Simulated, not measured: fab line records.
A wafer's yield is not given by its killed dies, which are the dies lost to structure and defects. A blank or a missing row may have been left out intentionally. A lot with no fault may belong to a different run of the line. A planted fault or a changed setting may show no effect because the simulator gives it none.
fab line records + flow n5-finfet
record:
- lots: 4
- wafers: 12
- last-day: 18
route steps=1938 shown MIM_BOT_LITHO@1855 MIM_BOT_ETCH@1866 PASS1_CAP@1873 TV_LITHO@1875 PASSIVATION@1936
lots that met no fault: from a run of the same line without faults
start-h: start of the lot's first displayed wafer, in hours after the record's first day + wait-h: how many hours have passed since the lot's step before this one + " repeats the value in the row above + L1.1+2: a row that stands for several wafers + - no value, or no start was given + * or withheld: withheld + < > ~ a bound
route shown NAME@n: NAME is a module with steps in the file, n the number in the route of the first one + usual: the fault-free wafers' mean and standard deviation + same: alike in all rows + chamber/n: place in a boat + sites: the reading at each site + _std_site: how widely they spread, as a standard deviation + _edge_site: inner sites' mean taken away from outer sites' mean + radius-mm: for every site, how far away it sits from the centre of the wafer + mask NAME#n: copy n + behind: tool/chamber where the wafer was last shaped + hold: why the lot went on hold/how many hours it stayed there/how the hold came to an end + device: names the non-switching transistor (n, p or np) + end of line: the same wafers' tests at the end of the route + for a step that has no rows: nothing shown but its recipe + killed: dies that structure and defects cost at the first sort, which is not the same as the wafer's yield + map: the dies of a wafer, with x for killed, . for not killed, _ for no die there
set.NAME: the setting as run; set.NAME@STEP: as run at that earlier step + model.NAME: the simulator's own value behind a step, which no gauge read
lots at some steps of the route; a table a step, a row a wafer
services: a tool's chamber out of use, with start hour (start-h, from the record's first day; less than 0 if before it), hours out, and reason
== steps ==
step: N5_MIM_BOT_LITHO_COAT_02
recipe:
- spin-rpm: *
- resist-thk-nm: *
step: N5_MIM_BOT_LITHO_EBR_04
recipe:
- solvent: PGMEA
- ebr-width-mm: 1.5
step: N5_MIM_BOT_LITHO_SOFTBAKE_03
recipe:
- temp-c: 100
- time-s: 90
step: N5_MIM_BOT_LITHO_EXPOSE_05
recipe:
- mask-id: MIM_BOT
- na: 0.55
- source-shape: conventional
- sigma-outer: 0.8
- polarization: unpolarized
- dose-mj: 24.25
step: N5_MIM_BOT_LITHO_PEB_06
recipe:
- peb-temp-c: withheld
- peb-time-s: *
step: N5_MIM_BOT_LITHO_DEVELOP_07
recipe:
- develop-time-s: 60
- rinse-liquid: diw
- dry: air-spin
- dev-temp-c: 21
step: N5_MIM_BOT_LITHO_HARDBAKE_09
recipe:
- temp-c: 130
- time-s: 120
step: N5_MIM_BOT_LITHO_DESCUM_10
recipe:
- chemistry: O2
- time-s: 7.9
- source-power-w: 50
- bias-power-w: 20
- pressure-mtorr: 20
- rf-frequency-hz: 2.712e+07
- temp-c: 40
- o2-flow-sccm: 225
step: N5_MIM_BOT_ETCH_ETCH_04
recipe:
- chemistry: CF4/O2
- target: SiNx
- target-depth-a: 260
- time-s: 13
- ion-energy-ev: 100
- pressure-mtorr: 40
- source-w: 535
- bias-w: 49
- Ar_flow_sccm: 100
- cf4-flow-sccm: 100
- O2_flow_sccm: 10
step: N5_MIM_BOT_ETCH_ETCH_03
recipe:
- chemistry: Cl2/BCl3
- target-depth-a: 120
- pressure-mtorr: 8
- icp-w: 800
- bias-w: 100
- Cl2_flow_sccm: 20
- bcl3-flow-sccm: 80
usual:
- chamber-pressure-mTorr: 8.001/0.0075
- drypump-motor-current-A: 5.5/0.44
- he-backside-leak-sccm: 3.5/0.31
- oes-product-au: 0.79/0.1
- throttle-valve-pct: 27.53/0.21
| lot.wafer | tool         | chamber | start-h | wait-h | chamber-pressure-mTorr | drypump-motor-current-A | he-backside-leak-sccm | oes-product-au | rf-hours-counter-h | throttle-valve-pct |
|-----------|--------------|---------|---------|--------|------------------------|-------------------------|-----------------------|----------------|--------------------|--------------------|
| L364.1    | rie-metal-02 | 1       | 283.78  | 0.1    | 8.005                  | 5.6                     | 3.4                   | 0.85           | 14                 | 27.52              |
| L364.4    | "            | 1       | "       | "      | 8.007                  | 5.6                     | 3.4                   | 0.86           | -                  | 27.51              |
| L364.5    | "            | 1       | "       | "      | 8.007                  | 5.6                     | 3.5                   | 0.85           | -                  | 27.52              |
| L372.1    | rie-metal-02 | 0       | 325.47  | 0.1    | 7.988                  | 5.4                     | 3.2                   | 0.99           | 0                  | 27.75              |
| L372.4    | "            | 0       | "       | "      | 8.002                  | 5.3                     | 3.1                   | 0.97           | -                  | 27.77              |
| L372.5    | "            | 1       | "       | "      | 8.006                  | 5.6                     | 3.7                   | 0.82           | -                  | 27.52              |
| L377.1    | rie-metal-02 | 1       | 354.16  | 0.1    | 8.007                  | 5.6                     | 3.8                   | 0.81           | 22                 | 27.54              |
| L377.2    | "            | 0       | "       | "      | 7.988                  | 5.3                     | 3.6                   | 0.94           | 3                  | 27.77              |
| L377.4    | "            | 0       | "       | "      | 7.995                  | 5.4                     | 3.6                   | 0.93           | -                  | 27.78              |
| L386.1    | rie-metal-02 | 1       | 417.70  | 0.1    | 7.995                  | 5.6                     | 3.4                   | 0.80           | 30                 | 27.55              |
| L386.4    | "            | 1       | "       | "      | 8.003                  | 5.7                     | 3.6                   | 0.80           | -                  | 27.53              |
| L386.6    | "            | 0       | "       | "      | 7.988                  | 5.3                     | 3.4                   | 0.90           | -                  | 27.79              |
step: N5_MIM_BOT_ETCH_ETCH_00
recipe:
- chemistry: Cl2/BCl3
- target: TiN
- target-depth-a: 455
- ion-energy-ev: 150
- pressure-mtorr: 10
- icp-w: 1000
- bias-w: 126
- Cl2_flow_sccm: 53.25
- bcl3-flow-sccm: 21.75
- Ar_flow_sccm: 25
step: N5_MIM_BOT_ETCH_STRIP_01
recipe:
- chemistry: O2
- power-w: 600
- temp-c: 60
- pressure-mtorr: 30
- rf-frequency-hz: 6e+07
- bias-power-w: 0
- overash-fraction: 0.5
- o2-flow-sccm: 225
step: N5_MIM_BOT_ETCH_STRIP_02
recipe:
- chemistry: post-etch-residue-remover
- time-s: 1200
- temp-c: 72.5
step: N5_MIM_BOT_ETCH_CLEAN_05
recipe:
- chemistry: IPA
- time-s: 180
- temp-c: 25
step: N5_MIM_BOT_ETCH_SRD_06
recipe:
- dry: ipa-marangoni
- time-s: 30
- temp-c: 23
- rinse-liquid: diw
step: N5_PASSIVATION_PECVD_55
recipe:
- material: SiO2
- target-thk-a: 4000
- temp-c: 400
- precursor: SiH4/N2O
- pressure-torr: 2.7
- rf-w: 608
- time-s: 22.5
step: N5_PASSIVATION_PECVD_01
recipe:
- material: SiNx
- target-thk-a: 2000
- temp-c: 400
- precursor: SiH4/NH3/N2
- pressure-torr: 4.9
- rf-w: 1406
- time-s: 43.2
step: N5_PASSIVATION_HMDS_03
recipe:
- time-s: 60
- temp-c: 120
step: N5_PASSIVATION_COAT_04
recipe:
- spin-rpm: *
- resist-thk-nm: *
step: N5_PASSIVATION_EBR_06
recipe:
- solvent: PGMEA
- ebr-width-mm: 1.5
step: N5_PASSIVATION_SOFTBAKE_05
recipe:
- temp-c: 100
- time-s: 90
step: N5_PASSIVATION_EXPOSE_07
recipe:
- mask-id: TV
- na: 0.55
- source-shape: conventional
- sigma-outer: 0.8
- polarization: unpolarized
- defocus-nm: 0
- target-cd-nm: 3000
- dose-mj: 22.75
step: N5_PASSIVATION_PEB_08
recipe:
- peb-temp-c: withheld
- peb-time-s: *
step: N5_PASSIVATION_DEVELOP_09
recipe:
- develop-time-s: 60
- rinse-liquid: diw
- dry: air-spin
- dev-temp-c: 21
step: N5_PASSIVATION_HARDBAKE_11
recipe:
- temp-c: 130
- time-s: 120
step: N5_PASSIVATION_INSPECT_61
recipe:
- mode: adi
- inspect-instrument: macro
usual:
- raw-defect-count: 2.1/1.4
| lot.wafer | tool              | chamber | start-h | wait-h | raw-defect-count |
|-----------|-------------------|---------|---------|--------|------------------|
| L364.1    | defect-inspect-01 | -       | 285.05  | 0.0    | 1                |
| L364.4    | "                 | -       | "       | "      | 1                |
| L364.5    | "                 | -       | "       | "      | 2                |
| L372.1    | defect-inspect-01 | -       | 330.68  | 0.0    | >300             |
| L372.4    | "                 | -       | "       | "      | >300             |
| L372.5    | "                 | -       | "       | "      | 291              |
| L377.1    | defect-inspect-01 | -       | 357.41  | 0.0    | >300             |
| L377.2    | "                 | -       | "       | "      | >300             |
| L377.4    | "                 | -       | "       | "      | >300             |
| L386.1    | defect-inspect-01 | -       | 420.08  | 0.0    | 3                |
| L386.4    | "                 | -       | "       | "      | 2                |
| L386.6    | "                 | -       | "       | "      | 2                |
step: N5_PASSIVATION_DESCUM_12
recipe:
- chemistry: O2
- time-s: 7.9
- source-power-w: 50
- bias-power-w: 20
- pressure-mtorr: 20
- rf-frequency-hz: 2.712e+07
- temp-c: 40
- o2-flow-sccm: 225
step: N5_PASSIVATION_PROBE_49
usual:
- defect-limited-yield: 91.6/1.4
- killed_at_M0_to_M3: 33/9.7
- killed_at_M4_up: 13/5.4
- killed-at-contacts: 13/6.6
- killed-at-front-end: 36/11
- killed-at-other: 3.9/3
- killed-dies: 99/16
- killed-on-rim: 13/3.8
- killed-open: 66/12
- killed-short: 32/7.9
- sort_bin_5_function: 4.9/0.9
- sort_bin_6_memory: 3.2/0.67
- sort-n-pass: 1081/16
- sort-yield-pct: 91.6/1.4
same:
- gross-dies: 1180
- killed-at-back-side: 0
- sort_bin_4_leakage[%]: 0
- sort_bin_8_speed[%]: 0
| lot.wafer | tool      | chamber | start-h | wait-h | defect-limited-yield[%] | killed_at_M0_to_M3 | killed_at_M4_up | killed-at-contacts | killed-at-front-end | killed-at-other | killed-dies | killed-on-rim | killed-open | killed-short | sort_bin_5_function[%] | sort_bin_6_memory[%] | sort-n-pass | sort-yield-pct[%] |
|-----------|-----------|---------|---------|--------|-------------------------|--------------------|-----------------|--------------------|---------------------|-----------------|-------------|---------------|-------------|--------------|------------------------|----------------------|-------------|-------------------|
| L372.1    | prober-02 | -       | 338.56  | 0.0    | 85.1                    | 42                 | 8               | 5                  | 38                  | 83              | 176         | 23            | 61          | 34           | 9.6                    | 3.9                  | 1004        | 85.1              |
| L372.4    | prober-02 | -       | 338.71  | 0.2    | 86.4                    | 35                 | 10              | 5                  | 24                  | 86              | 160         | 26            | 56          | 24           | 9.0                    | 3.6                  | 1020        | 86.4              |
| L372.5    | prober-02 | -       | 338.76  | 0.2    | 87.6                    | 37                 | 12              | 11                 | 34                  | 52              | 146         | 29            | 67          | 30           | 7.9                    | 3.1                  | 1034        | 87.6              |
| L377.1    | prober-02 | -       | 364.86  | 0.0    | 89.7                    | 25                 | 6               | 7                  | 35                  | 48              | 121         | 23            | 53          | 23           | 6.4                    | 2.5                  | 1059        | 89.7              |
| L377.2    | prober-02 | -       | 364.91  | 0.1    | 85.9                    | 28                 | 15              | 14                 | 28                  | 81              | 166         | 26            | 69          | 23           | 9.3                    | 3.6                  | 1014        | 85.9              |
| L377.4    | prober-02 | -       | 365.01  | 0.2    | 84.6                    | 25                 | 22              | 9                  | 34                  | 92              | 182         | 31            | 62          | 33           | 10.3                   | 4.0                  | 998         | 84.6              |
killed by level:class
L372.1 MIM_BOT_ETCH:unspecified=81 STI_FIN_REVEAL:geometric-particle:open=16 BEOL_M0_SAQP:geometric-particle:short=14 BEOL_M0_SAQP:geometric-particle:open=13 BEOL_M3:geometric-particle:open=6 FIN_SAQP:geometric-particle:open=5 FIN_SAQP:geometric-particle:short=4 GATE_CUT:geometric-particle:short=4
L372.4 MIM_BOT_ETCH:unspecified=79 BEOL_M0_SAQP:geometric-particle:open=9 BEOL_M3:geometric-particle:open=9 FIN_SAQP:geometric-particle:open=6 MOL_CONTACT_COAG:geometric-particle:open=5 BEOL_M1:geometric-particle:open=5 BEOL_M0_SAQP:geometric-particle:short=4 BEOL_M2:geometric-particle:open=4
L372.5 MIM_BOT_ETCH:unspecified=49 FIN_SAQP:geometric-particle:open=10 BEOL_M3:geometric-particle:open=8 MOL_CONTACT_COAG:geometric-particle:open=7 STI_FIN_REVEAL:geometric-particle:open=7 BEOL_M1:geometric-particle:open=7 BEOL_M0_SAQP:geometric-particle:open=5 BEOL_M0_SAQP:geometric-particle:short=5
L377.1 MIM_BOT_ETCH:unspecified=44 FIN_SAQP:geometric-particle:open=13 FIN_SAQP:geometric-particle:short=7 MOL_CONTACT_COAG:geometric-particle:open=7 BEOL_M0_SAQP:geometric-particle:open=7 BEOL_M2:geometric-particle:open=7 STI_FIN_REVEAL:geometric-particle:open=5 BEOL_M0_SAQP:geometric-particle:short=5
L377.2 MIM_BOT_ETCH:unspecified=74 MOL_CONTACT_COAG:geometric-particle:open=14 FIN_SAQP:geometric-particle:open=11 BEOL_M2:geometric-particle:open=10 DUMMY_GATE:geometric-particle:open=5 BEOL_M0_SAQP:geometric-particle:short=5 BEOL_M1:geometric-particle:open=5 BEOL_M5:geometric-particle:open=5
L377.4 MIM_BOT_ETCH:unspecified=84 BEOL_M4:geometric-particle:open=13 FIN_SAQP:geometric-particle:open=8 BEOL_M4:geometric-particle:short=6 STI_FIN_REVEAL:geometric-particle:open=6 MOL_CONTACT_COAG:geometric-particle:open=5 BEOL_M0_SAQP:geometric-particle:open=5 BEOL_M2:geometric-particle:short=5
map L372.1 (x killed, . not)
_________________............________________
______________...............x.._____________
___________.....................x..__________
__________..........x.......x......._________
________...........x.................x_______
_______x..............x........x.......______
______.x...x..............x...x........._____
_____x....x..x..........x................____
____............................x.........___
___....x...........x...............xx......__
___.....x..................x.........x.....__
__...x.........x...................x........_
__...............................x...x......_
_...x...............x...........x.......x....
_xx........x...............x.................
_................x..........x........x.....x.
_.....x.x...x.......................x........
_.xxxx.............xxx.......................
_.......x....x......................x........
_.....x....................................x.
_............xx...............x...xx.x.......
__.x.x.........x....................x.x...x._
__..........x.....x...x.......xxxx.x.xx....._
___...............x...x.........x.xx.x.....__
___.........x.....x.xx......x.xxxxxxxxxxx..__
____.....x.x..................xxxxxxxxxx..___
_____.....x..................x.xxxxxxxxxx____
______....x.x..x..............xxxxxxxxx._____
_______.......x......x......xxx.xxxxxxx______
________.........x..x...x.....xxxxxxxx_______
__________..........x.........x.xxxx_________
___________.................xxx.xxx__________
______________.................._____________
_________________.....xx....x________________
map L377.4 (x killed, . not)
_________________.......x....________________
______________x.......x......xx._____________
___________.........x..............__________
__________..........x.....x........._________
________.x............x............x.._______
_______.x...x......x........x..........______
______...xx...x.x..........x........x..._____
_____....x.........................x...xx____
____....................................xx___
___.............xx............x......x.x...__
___..........x....x.......x.....x..........__
__.....x..........x........x................_
__.........................................._
_..............................x....x....x...
_x...x...........x.x............x....xx......
_......x........x......xx........x......x....
_....x.........x............x.x.....x...x....
_....x......................x................
_.....x......................x..........x....
_...x....x...x........................x....x.
_x..x..........x....x........................
__..........x.......................x......._
__..............x.............x...xxxxx....._
___..........x.................xxxxxxx.x.x.__
___....x.........x........x...xxxxxxxxx.x.x__
____.x...x.......x.........x.xxxxxxxxxx...___
_____........x...............xxxxxxxxxxxx____
______...........x............xxxxxxxxxx_____
_______......................xxxxxxxxxx______
________....x..........x.x.x.x.xxxxxxx_______
__________.......x.............xxxxx_________
___________..x.............x..xxxxx__________
______________...........x......_____________
_________________............________________
== services ==
| tool         | chamber | start-h | hours | kind           |
|--------------|---------|---------|-------|----------------|
| rie-metal-02 | 0       | 304.19  | -     | clean          |
| rie-metal-02 | 0       | 304.19  | 18.9  | scheduled-down |
| rie-metal-02 | 0       | 304.19  | 18.9  | vent-cycle     |
== key ==
first-sign:
- step: N5_PASSIVATION_INSPECT_61
- reading: raw-defect-count
- direction: up
- sigmas: 99+
- usual: 2.1
- struck: >298.5
effect:
- step: N5_PASSIVATION_PROBE_49
- reading: killed-at-other
- direction: up
- sigmas: 23
- usual: 3.9
- struck: 73.7
more-kills-born-at:
- N5_MIM_BOT_ETCH_ETCH_03@rie-metal-02: 411
met-at N5_MIM_BOT_ETCH_ETCH_03
struck-wafers L372.1,L372.4,L372.5,L377.1,L377.2,L377.4
onset-between 283.78 325.47
fault:
- kind: chamber-particle-source
- tool: rie-metal-02
- chamber: -
- onset-h: 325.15
- steps: N5_MIM_BOT_ETCH_ETCH_03
- rate-per-visit-cm2: 0.50536
- end-h: 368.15
